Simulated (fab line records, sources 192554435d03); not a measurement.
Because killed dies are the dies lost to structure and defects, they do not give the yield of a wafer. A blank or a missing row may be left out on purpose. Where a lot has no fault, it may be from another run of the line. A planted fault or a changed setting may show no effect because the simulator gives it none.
fab line records ; flow n5_finfet
record lots=7; wafers=18; last_day=17
route steps=1938 shown BEOL_M0_SAQP@661 BEOL_M4@1111 PASSIVATION@1936
lots that met no fault: from a run of the same line without faults
start_h: hours from the record's first day to the start of the lot's first wafer shown ; wait_h: how many hours have passed since the lot's step before this one ; " identical to the entry in the row above ; L1.1+2: several wafers, shown together as one row ; - no value, or no start was given ; * or withheld: withheld ; < > ~ a bound
route shown NAME@n: NAME is a module with steps in the file, n the number in the route of the first one ; usual: mean/standard deviation taken from wafers without a fault ; same: alike in all rows ; chamber/n: place in a boat ; sites: the reading at each site ; _std_site: the standard deviation of these ; _edge_site: inner sites' mean taken away from outer sites' mean ; radius_mm: how far each site lies from the wafer's centre ; mask NAME#n: copy n ; behind: tool/chamber where the wafer was last shaped ; hold: reason for holding the lot/hours on hold/outcome of the hold ; device: names the non-switching transistor (n, p or np) ; end of line: tests of these same wafers at the route's end ; step lacking rows: just its recipe ; killed: at the first sort, the dies lost to defects and structure; wafer yield is something else ; map: the dies of a wafer, with x for killed, . for not killed, _ for no die there
set.NAME: the run value of the setting; set.NAME@STEP: its run value at that earlier step ; model.NAME: the simulator's own value behind a step, which no gauge read
certain route steps with their lots: each step a table, each wafer a row
services: from which hour (start_h, from the record's first day; less than 0 if before it) a tool's chamber was out of use, for how many hours, and why
## steps
# step N5_BEOL_M0_SAQP_SRD_93
# recipe dry=ipa_marangoni; time_s=30; temp_c=23; rinse_liquid=diw
# step N5_BEOL_M0_SAQP_RECESS_114
# recipe chemistry=HF/NH3; target=SiO2; target_depth_a=144; afs_cycles=3; temp_c=30; sublimation_temp_c=180; sublimation_time_s=60
# step N5_BEOL_M0_SAQP_SPACER1_ALD_98
# recipe material=SiO2; target_thk_a=128; temp_c=300; ald_precursor_family=BDEAS; ald_co_reactant=O2-plasma; pulse_time_s=1; purge_time_s=2; co_reactant_purge_time_s=2; ald_cycles=138; pressure_torr=2
# step N5_BEOL_M0_SAQP_SPACER1_ETCHBACK_99
# recipe chemistry=CHF3/O2; mode=anisotropic_etchback; target=SiO2; target_depth_a=154; time_s=7.7; pressure_mtorr=30; source_w=650; bias_w=170; Ar_flow_sccm=200; CHF3_flow_sccm=50; O2_flow_sccm=5; ion_energy_ev=200
# usual chamber_pressure_mTorr=30.001/0.026; drypump_motor_current_A=5.8/0.53; oes_product_au=0.81/0.091; rf_vpp_V=517/16; showerhead_plenum_p_Torr=2.37/0.051; throttle_valve_pct=18.82/0.24
lot.wafer;tool;chamber;start_h;wait_h;chamber_pressure_mTorr;drypump_motor_current_A;oes_product_au;rf_hours_counter_h;rf_vpp_V;showerhead_plenum_p_Torr;throttle_valve_pct
L752.1;rie_diel-05;0;134.93;0.3;30.005;6.4;0.80;87;494;2.33;18.94
L752.4;rie_diel-05;3;134.93;0.3;29.951;5.5;1.00;6;523;2.46;18.78
L752.5;rie_diel-05;0;134.93;0.3;30.000;6.4;0.80;-;496;2.33;18.94
L751.1;rie_diel-01;2;135.38;0.3;29.976;5.6;0.92;22;519;2.36;18.71
L751.2;rie_diel-01;3;135.38;0.3;29.989;6.3;0.76;112;488;2.33;18.77
L751.3;rie_diel-01;1;135.38;0.3;30.024;5.7;0.68;218;514;2.29;18.98
L760.3;rie_diel-03;0;176.73;0.3;30.004;6.5;0.69;239;511;2.41;19.21
L760.4;rie_diel-03;3;176.73;0.3;29.982;6.4;0.94;21;519;2.35;18.35
L761.1;rie_diel-03;0;182.44;0.3;29.987;6.5;0.69;241;513;2.41;19.23
L761.4;rie_diel-03;3;182.44;0.3;29.982;6.4;0.93;23;521;2.35;18.34
L762.3;rie_diel-05;2;191.35;0.3;30.006;5.7;0.86;49;530;2.43;18.38
L762.4;rie_diel-05;0;191.35;0.3;29.939;6.4;0.77;-;495;2.33;18.96
L767.4;rie_diel-03;1;219.66;0.3;30.020;4.7;0.89;-;515;2.35;18.95
L767.5;rie_diel-03;2;219.66;0.3;29.996;5.2;0.72;-;536;2.39;19.09
L767.6;rie_diel-03;3;219.66;0.3;29.962;6.4;0.90;-;519;2.34;18.38
L769.2;rie_diel-01;0;228.97;0.3;30.030;6.1;0.73;170;540;2.40;19.00
L769.3;rie_diel-01;2;228.97;0.3;29.996;5.6;0.85;53;518;2.35;18.75
L769.6;rie_diel-01;1;228.97;0.3;30.038;5.7;0.66;-;516;2.28;19.02
# step N5_BEOL_M0_SAQP_MANDREL1_REMOVE_100
# recipe chemistry=HBr/Cl2/O2; bt_time_s=10; target=a-Si; stop_on=SiNx; endpoint=OES-SiCl; over_etch_frac=0.85; icp_w=600; bias_w=30; HBr_flow_sccm=150; Cl2_flow_sccm=80; O2_flow_sccm=5; pressure_mtorr=10
# step N5_BEOL_M0_SAQP_CD_MEAS_25
# recipe target_cd_nm=13.1; landing_energy_ev=1000; detector=se_inlens
# usual cd_nm=12.76/0.23
lot.wafer;tool;chamber;start_h;wait_h;cd_nm
L752.1;cd_sem-03;0;135.13;0.1;13.00
L752.4;cd_sem-03;0;135.13;0.1;12.71
L752.5;cd_sem-03;0;135.13;0.1;12.73
L751.1;cd_sem-02;0;135.57;0.1;12.71
L751.2;cd_sem-02;0;135.57;0.1;12.47
L751.3;cd_sem-02;0;135.57;0.1;12.83
L760.3;cd_sem-03;0;176.93;0.1;12.67
L760.4;cd_sem-03;0;176.93;0.1;12.96
L761.1;cd_sem-01;0;182.64;0.1;13.00
L761.4;cd_sem-01;0;182.64;0.1;12.48
L762.3;cd_sem-01;0;191.56;0.1;12.86
L762.4;cd_sem-01;0;191.56;0.1;12.91
L767.4;cd_sem-02;0;219.83;0.1;12.67
L767.5;cd_sem-02;0;219.83;0.1;12.36
L767.6;cd_sem-02;0;219.83;0.1;12.34
L769.2;cd_sem-02;0;229.17;0.1;12.58
L769.3;cd_sem-02;0;229.17;0.1;13.11
L769.6;cd_sem-02;0;229.17;0.1;12.20
# step N5_BEOL_M0_SAQP_ETCH_101
# recipe chemistry=CH3F/O2; target=SiNx; mask_material=SiO2; target_depth_a=299; time_s=42.7; pressure_mtorr=30; source_w=395; bias_w=73; Ar_flow_sccm=150; CH3F_flow_sccm=30; O2_flow_sccm=20; ion_energy_ev=120
# usual CH3F_flow_sccm=30.01/0.094; chamber_pressure_mTorr=30.000/0.028; drypump_motor_current_A=5.8/0.56; oes_product_au=0.82/0.098; rf_vpp_V=295/8; showerhead_plenum_p_Torr=1.97/0.045; throttle_valve_pct=16.28/0.26
lot.wafer;tool;chamber;start_h;wait_h;CH3F_flow_sccm;chamber_pressure_mTorr;drypump_motor_current_A;oes_product_au;rf_hours_counter_h;rf_vpp_V;showerhead_plenum_p_Torr;throttle_valve_pct
L752.1;rie_diel-01;3;135.16;0.0;30.15;30.023;6.3;0.74;112;279;1.93;16.26
L752.4;rie_diel-01;2;135.16;0.0;30.08;29.976;5.6;0.90;22;294;1.96;16.13
L752.5;rie_diel-01;3;135.16;0.0;30.14;29.991;6.3;0.74;-;277;1.93;16.30
L751.1;rie_diel-05;1;135.61;0.0;30.07;29.985;5.5;0.83;40;296;2.04;16.08
L751.2;rie_diel-05;3;135.61;0.0;29.87;30.015;5.5;0.99;6;300;2.05;16.24
L751.3;rie_diel-05;2;135.61;0.0;30.16;30.029;5.7;0.90;32;301;2.02;15.83
L760.3;rie_diel-03;1;176.97;0.0;30.05;29.986;4.7;0.91;29;293;1.96;16.38
L760.4;rie_diel-03;0;176.97;0.0;30.01;30.014;6.5;0.69;239;291;1.99;16.68
L761.1;rie_diel-01;1;182.68;0.0;30.14;30.031;5.7;0.67;234;293;1.89;16.46
L761.4;rie_diel-01;2;182.68;0.0;29.99;30.004;5.6;0.88;38;294;1.95;16.16
L762.3;rie_diel-03;3;191.60;0.0;30.03;30.017;6.4;0.92;25;293;1.94;15.77
L762.4;rie_diel-03;2;191.60;0.0;30.16;30.008;5.2;0.73;201;305;1.99;16.59
L767.4;rie_diel-05;1;219.88;0.0;30.02;29.963;5.4;0.80;66;298;2.03;16.11
L767.5;rie_diel-05;2;219.88;0.0;30.13;30.023;5.7;0.85;-;302;2.02;15.88
L767.6;rie_diel-05;1;219.88;0.0;29.91;29.989;5.4;0.80;-;294;2.03;16.11
L769.2;rie_diel-01;0;229.21;0.0;30.07;30.002;6.0;0.73;170;306;1.99;16.50
L769.3;rie_diel-01;1;229.21;0.0;30.00;29.991;5.7;0.66;248;292;1.88;16.51
L769.6;rie_diel-01;2;229.21;0.0;30.02;30.004;5.6;0.85;-;294;1.95;16.19
# step N5_BEOL_M0_SAQP_ETCH_102
# recipe chemistry=CF4; target=SiO2; target_depth_a=40; ion_energy_ev=350; time_s=4.4; pressure_mtorr=10; icp_w=800; bias_w=400; cf4_flow_sccm=80
# usual chamber_pressure_mTorr=10.000/0.0093; drypump_motor_current_A=5.7/0.42; oes_product_au=1.008/0.03; throttle_valve_pct=21.69/0.2
lot.wafer;tool;chamber;start_h;wait_h;chamber_pressure_mTorr;drypump_motor_current_A;oes_product_au;rf_hours_counter_h;throttle_valve_pct
L752.1;rie_si-01;3;135.27;0.1;9.995;5.4;1.050;3;21.39
L752.4;rie_si-01;2;135.27;0.1;9.993;5.8;1.026;6;21.77
L752.5;rie_si-01;0;135.27;0.1;9.995;6.6;0.971;-;21.91
L751.1;rie_si-04;0;135.72;0.1;10.002;5.7;0.981;88;21.44
L751.2;rie_si-04;1;135.72;0.1;9.997;4.9;1.021;171;21.71
L751.3;rie_si-04;2;135.72;0.1;10.003;5.3;1.030;107;21.69
L760.3;rie_si-04;0;177.07;0.1;10.013;5.7;0.988;89;21.46
L760.4;rie_si-04;3;177.07;0.1;9.994;6.1;0.949;9;21.82
L761.1;rie_si-01;2;182.78;0.1;10.006;5.9;1.002;7;21.77
L761.4;rie_si-01;1;182.78;0.1;9.991;5.9;1.040;44;21.38
L762.3;rie_si-01;2;191.70;0.1;9.992;5.9;1.018;7;21.76
L762.4;rie_si-01;1;191.70;0.1;9.986;5.8;1.044;44;21.40
L767.4;rie_si-01;2;219.98;0.1;9.998;5.9;1.019;8;21.75
L767.5;rie_si-01;0;219.98;0.1;9.998;6.6;0.959;-;21.91
L767.6;rie_si-01;1;219.98;0.1;10.004;5.8;1.028;-;21.39
L769.2;rie_si-04;1;229.31;0.1;10.005;4.9;1.025;173;21.70
L769.3;rie_si-04;0;229.31;0.1;10.000;5.7;1.017;90;21.46
L769.6;rie_si-04;2;229.31;0.1;10.006;5.3;1.046;-;21.69
# step N5_BEOL_M0_SAQP_MANDREL_ETCH_103
# recipe chemistry=HBr/Cl2; target=a-Si; target_depth_a=450; bt_time_s=10; stop_on=SiCN; mask_material=SiO2; over_etch_frac=0.8; time_s=27; pressure_mtorr=10; icp_w=800; bias_w=75; HBr_flow_sccm=150; Cl2_flow_sccm=80; ends=end_point
# usual chamber_pressure_mTorr=9.999/0.0087; drypump_motor_current_A=5.7/0.42; oes_product_au=0.684/0.012; throttle_valve_pct=35.5/0.37
lot.wafer;tool;chamber;start_h;wait_h;chamber_pressure_mTorr;drypump_motor_current_A;oes_product_au;rf_hours_counter_h;throttle_valve_pct
L752.1;rie_si-01;3;135.30;0.0;9.999;5.4;0.698;3;34.8
L752.4;rie_si-01;2;135.30;0.0;9.998;5.9;0.688;6;35.5
L752.5;rie_si-01;0;135.30;0.0;10.000;6.6;0.680;-;36.0
L751.1;rie_si-04;0;135.75;0.0;10.007;5.7;0.679;89;35.3
L751.2;rie_si-04;1;135.75;0.0;9.999;5.0;0.687;171;35.9
L751.3;rie_si-04;2;135.75;0.0;10.016;5.3;0.695;107;35.5
L760.3;rie_si-04;0;177.11;0.0;9.997;5.7;0.679;89;35.3
L760.4;rie_si-04;3;177.11;0.0;9.994;6.1;0.678;9;35.3
L761.1;rie_si-01;2;182.82;0.0;9.999;5.8;0.680;7;35.5
L761.4;rie_si-01;1;182.82;0.0;9.995;5.8;0.706;44;35.0
L762.3;rie_si-01;2;191.74;0.0;10.006;5.9;0.667;7;35.5
L762.4;rie_si-01;1;191.74;0.0;10.010;5.8;0.688;44;35.0
L767.4;rie_si-01;2;220.02;0.0;9.999;5.9;0.694;8;35.5
L767.5;rie_si-01;0;220.02;0.0;9.995;6.6;0.679;-;36.0
L767.6;rie_si-01;1;220.02;0.0;10.021;5.8;0.710;-;35.0
L769.2;rie_si-04;1;229.35;0.0;10.005;4.9;0.683;173;35.9
L769.3;rie_si-04;0;229.35;0.0;9.988;5.7;0.679;90;35.3
L769.6;rie_si-04;2;229.35;0.0;10.006;5.3;0.686;-;35.5
# step N5_BEOL_M0_SAQP_RECESS_104
# recipe chemistry=HF/NH3; target=SiO2; target_depth_a=180; afs_cycles=3; temp_c=30; sublimation_temp_c=180; sublimation_time_s=60
# usual drypump_motor_current_A=5.70/0.21
lot.wafer;tool;chamber;start_h;wait_h;drypump_motor_current_A
L752.1;vapor_etch-02;1;135.38;0.1;5.66
L752.4;vapor_etch-02;1;135.38;0.1;5.70
L752.5;vapor_etch-02;0;135.38;0.1;5.40
L751.1;vapor_etch-01;1;135.84;0.1;5.71
L751.2;vapor_etch-01;0;135.84;0.1;6.01
L751.3;vapor_etch-01;0;135.84;0.1;6.02
L760.3;vapor_etch-02;0;177.31;0.2;5.42
L760.4;vapor_etch-02;1;177.31;0.2;5.70
L761.1;vapor_etch-02;0;182.90;0.1;5.43
L761.4;vapor_etch-02;1;182.90;0.1;5.69
L762.3;vapor_etch-01;0;191.94;0.2;6.00
L762.4;vapor_etch-01;1;191.94;0.2;5.71
L767.4;vapor_etch-02;0;220.22;0.2;5.44
L767.5;vapor_etch-02;0;220.22;0.2;5.44
L767.6;vapor_etch-02;1;220.22;0.2;5.67
L769.2;vapor_etch-01;0;229.43;0.1;6.06
L769.3;vapor_etch-01;1;229.43;0.1;5.74
L769.6;vapor_etch-01;0;229.43;0.1;6.02
# step N5_BEOL_M0_SAQP_COAT_105
# recipe resist=SOC; temp_c=250; time_s=60; spin_rpm=1500; resist_thk_nm=100
# step N5_BEOL_M0_SAQP_ETCH_106
# recipe chemistry=N2/H2; target=SOC; target_depth_a=1500; stop_on=SiNx; ion_energy_ev=100; bias_w=61; pressure_mtorr=30; source_w=850; n2_flow_sccm=200; h2_flow_sccm=200
# step N5_BEOL_M0_SAQP_ETCH_107
# recipe chemistry=CH3F/O2; target=SiNx; target_depth_a=300; mask_material=SOC; pressure_mtorr=30; source_w=395; bias_w=73; Ar_flow_sccm=150; CH3F_flow_sccm=30; O2_flow_sccm=20; ion_energy_ev=120
# usual CH3F_flow_sccm=30.00/0.089; chamber_pressure_mTorr=30.000/0.026; drypump_motor_current_A=5.7/0.61; oes_product_au=0.81/0.095; rf_vpp_V=295/8.2; showerhead_plenum_p_Torr=1.97/0.041; throttle_valve_pct=16.31/0.26
lot.wafer;tool;chamber;start_h;wait_h;CH3F_flow_sccm;chamber_pressure_mTorr;drypump_motor_current_A;oes_product_au;rf_hours_counter_h;rf_vpp_V;showerhead_plenum_p_Torr;throttle_valve_pct;model.BEOL_M0_SAQP.feature_depth_nm
L752.1;rie_diel-05;1;135.89;0.0;29.98;30.020;5.5;0.84;40;296;2.04;16.06;29.4
L752.4;rie_diel-05;0;135.89;0.0;30.07;29.982;6.4;0.80;87;282;1.93;16.38;30.2
L752.5;rie_diel-05;0;135.89;0.0;30.13;29.980;6.4;0.79;-;282;1.93;16.38;30
L751.1;rie_diel-03;0;136.34;0.0;30.02;30.015;6.6;0.70;227;292;2.00;16.63;29.8
L751.2;rie_diel-03;1;136.34;0.0;29.94;29.989;4.7;0.94;17;294;1.96;16.39;30.6
L751.3;rie_diel-03;2;136.34;0.0;30.00;30.001;5.3;0.74;185;306;2.00;16.53;30.6
L760.3;rie_diel-03;1;177.72;0.0;30.00;30.011;4.7;0.68;29;294;1.96;16.36;18.8
L760.4;rie_diel-03;0;177.72;0.0;30.02;29.982;6.6;0.52;239;290;1.99;16.65;18.4
L761.1;rie_diel-03;1;183.40;0.0;29.95;29.940;4.7;0.90;31;294;1.96;16.38;30.8
L761.4;rie_diel-03;0;183.40;0.0;30.00;30.023;6.5;0.51;241;290;1.99;16.65;18.4
L762.3;rie_diel-03;0;192.32;0.0;29.93;29.969;6.6;0.52;243;290;1.99;16.65;18.4
L762.4;rie_diel-03;1;192.32;0.0;29.98;30.005;4.7;0.68;33;294;1.96;16.38;19
L767.4;rie_diel-05;1;220.75;0.0;30.04;30.003;5.4;0.80;67;296;2.03;16.13;29
L767.5;rie_diel-05;2;220.75;0.0;30.16;30.003;5.7;0.85;-;300;2.02;15.89;29.8
L767.6;rie_diel-05;1;220.75;0.0;29.93;29.994;5.4;0.79;-;295;2.03;16.12;28.8
L769.2;rie_diel-01;2;230.00;0.0;30.03;30.050;5.6;0.85;53;294;1.95;16.20;30.2
L769.3;rie_diel-01;3;230.00;0.0;29.96;29.967;6.3;0.73;141;277;1.92;16.31;28.6
L769.6;rie_diel-01;2;230.00;0.0;30.08;29.993;5.6;0.84;-;295;1.95;16.20;30.2
# step N5_BEOL_M0_SAQP_STRIP_108
# recipe chemistry=N2/H2; power_w=500; temp_c=40; pressure_mtorr=50; rf_frequency_hz=6e+07; overash_fraction=0.3; bias_power_w=28; h2_frac=0.5; n2_flow_sccm=300; h2_flow_sccm=300
# step N5_BEOL_M4_RC_MEAS_101
# usual DIBL_N=37.3/2.3; DIBL_P=37.4/2.9; IOFF_N=0.18/0.045; IOFF_P=0.25/0.054; ION_N=679/15; ION_P=468/9.7; SS_N=71.8/0.62; SS_P=73.6/0.76; VT_N=248/4.1; VT_P=-248/3.6
lot.wafer;tool;chamber;start_h;wait_h;DIBL_N[mV/V];DIBL_P[mV/V];IOFF_N[nA/um];IOFF_P[nA/um];ION_N[uA/um];ION_P[uA/um];SS_N[mV/dec];SS_P[mV/dec];VT_N[mV];VT_P[mV]
L752.1;prober-01;0;189.07;0.0;31.8;30.7;0.08;0.13;643;443;70.8;71.7;259;-255
L752.4;prober-01;0;189.07;0.0;36.7;38.2;0.16;0.24;678;472;72.2;72.8;252;-248
L752.5;prober-01;0;189.07;0.0;34.5;35.6;0.13;0.18;667;467;71.2;72.9;251;-248
L751.1;prober-02;0;189.47;0.0;35.9;35.3;0.17;0.23;682;465;71.6;73.5;248;-248
L751.2;prober-02;0;189.47;0.0;37.1;38.7;0.20;0.29;701;480;72.1;74.0;245;-244
L751.3;prober-02;0;189.47;0.0;35.6;35.6;0.16;0.22;678;465;71.3;73.4;250;-248
L760.3;prober-02;0;236.78;0.3;39.6;40.5;0.21;0.26;678;456;72.7;75.0;249;-251
L760.4;prober-02;0;236.78;0.3;37.5;38.2;0.17;0.21;675;455;72.6;73.8;248;-253
L761.1;prober-02;0;242.43;0.0;41.0;42.5;0.25;0.39;697;482;72.4;74.5;244;-241
L761.4;prober-02;0;242.43;0.0;37.1;37.5;0.15;0.25;669;467;72.1;73.0;250;-245
L762.3;prober-02;0;260.80;0.3;34.1;32.9;0.12;0.17;647;453;71.5;73.9;254;-251
L762.4;prober-02;0;260.80;0.3;39.3;39.4;0.22;0.28;679;471;72.1;75.0;247;-247
L767.4;prober-01;0;274.70;0.5;39.5;39.7;0.21;0.24;694;464;72.2;73.9;242;-250
L767.5;prober-01;0;274.70;0.5;37.1;37.3;0.16;0.20;675;461;72.1;73.2;250;-252
L767.6;prober-01;0;274.70;0.5;37.6;37.8;0.18;0.22;674;462;71.8;73.6;243;-249
L769.2;prober-01;0;292.18;0.2;41.3;43.0;0.27;0.40;708;496;73.1;74.5;242;-240
L769.3;prober-01;0;292.18;0.2;40.9;42.5;0.25;0.37;685;481;72.1;74.9;242;-241
L769.6;prober-01;0;292.18;0.2;39.7;41.2;0.23;0.33;675;475;71.7;74.3;245;-243
# step N5_PASSIVATION_PROBE_49
# usual defect_limited_yield=91.3/1.5; killed_at_M0_to_M3=35/8.7; killed_at_M4_up=14/5.5; killed_at_contacts=11/5.6; killed_at_front_end=39/13; killed_at_other=3.7/2.2; killed_dies=103/18; killed_open=69/14; killed_short=33/7.8; sort_bin_4_leakage=0.02/0.15; sort_bin_5_function=5.1/0.99; sort_bin_6_memory=3.3/0.67; sort_bin_8_speed=0.02/0.17; sort_n_pass=1077/18; sort_yield_pct=91.2/1.5
# same gross_dies=1180; killed_at_back_side=0
lot.wafer;tool;chamber;start_h;wait_h;defect_limited_yield[%];killed_at_M0_to_M3;killed_at_M4_up;killed_at_contacts;killed_at_front_end;killed_at_other;killed_dies;killed_open;killed_short;sort_bin_4_leakage[%];sort_bin_5_function[%];sort_bin_6_memory[%];sort_bin_8_speed[%];sort_n_pass;sort_yield_pct[%]
L760.3;prober-02;-;350.52;0.1;90.4;49;22;14;26;2;113;80;32;0;5.8;3.6;0;1067;90.4
L762.3;prober-02;-;359.68;0.1;91.0;36;12;16;41;1;106;65;41;0;4.7;4.0;0;1074;91.0
L762.4;prober-02;-;359.73;0.2;89.5;48;28;14;30;4;124;84;40;0;6.1;4.3;0;1056;89.5
# killed by level:class
L760.3 BEOL_M4:geometric_particle:open=11 MOL_CONTACT_COAG:geometric_particle:open=10 FIN_SAQP:geometric_particle:open=9 BEOL_M0:geometric_particle:open=9 BEOL_M0_SAQP:geometric_particle:open=8 BEOL_M0_SAQP:geometric_particle:short=6 BEOL_M2:geometric_particle:open=6 BEOL_M1:geometric_particle:open=6
L762.3 FIN_SAQP:geometric_particle:short=12 MOL_CONTACT_COAG:geometric_particle:open=12 FIN_SAQP:geometric_particle:open=11 BEOL_M0_SAQP:geometric_particle:short=11 BEOL_M0_SAQP:geometric_particle:open=9 BEOL_M3:geometric_particle:open=7 BEOL_M4:geometric_particle:open=6 MOL_CONTACT_COAG:geometric_particle:short=4
L762.4 BEOL_M4:geometric_particle:open=18 MOL_CONTACT_COAG:geometric_particle:open=14 BEOL_M3:geometric_particle:open=9 BEOL_M0_SAQP:geometric_particle:open=8 BEOL_M0_SAQP:geometric_particle:short=8 FIN_SAQP:geometric_particle:short=7 FIN_SAQP:geometric_particle:open=7 BEOL_M1:geometric_particle:open=7
## services
tool;chamber;start_h;hours;kind
rie_diel-01;2;125.19;5.3;repair
rie_diel-03;3;130.46;6.6;repair
rie_si-01;-;130.48;0.5;repair
rie_diel-05;3;157.68;15.8;repair
rie_si-04;1;179.67;5.7;repair
rie_diel-03;0;214.92;-;clean
rie_diel-03;0;214.92;-;consumable_replace:focus_ring
rie_diel-03;0;214.92;18.6;scheduled_down
rie_diel-03;0;214.92;18.6;vent_cycle
rie_diel-05;3;215.50;3.4;repair
rie_diel-05;1;223.62;5.1;repair
## key
first_sign step=N5_BEOL_M0_SAQP_ETCH_107; reading=oes_product_au; direction=down; sigmas=2.4; usual=0.81; struck=0.58; wafers_moved=3
effect none on later readings
model_effect step=N5_BEOL_M0_SAQP_ETCH_107; value=BEOL_M0_SAQP.feature_depth_nm; without=30.2; struck=18.6
met_at N5_BEOL_M0_SAQP_ETCH_107
struck_wafers L760.3,L760.4,L761.4,L762.3,L762.4
onset_between 136.34 177.72
fault kind=process_parameter_drift; tool=rie_diel-03; chamber=-; onset_h=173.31; steps=N5_BEOL_M0_SAQP_ETCH_107; channel=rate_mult; offset=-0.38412; shape=step; end_h=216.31; scope=struck_wafers_only
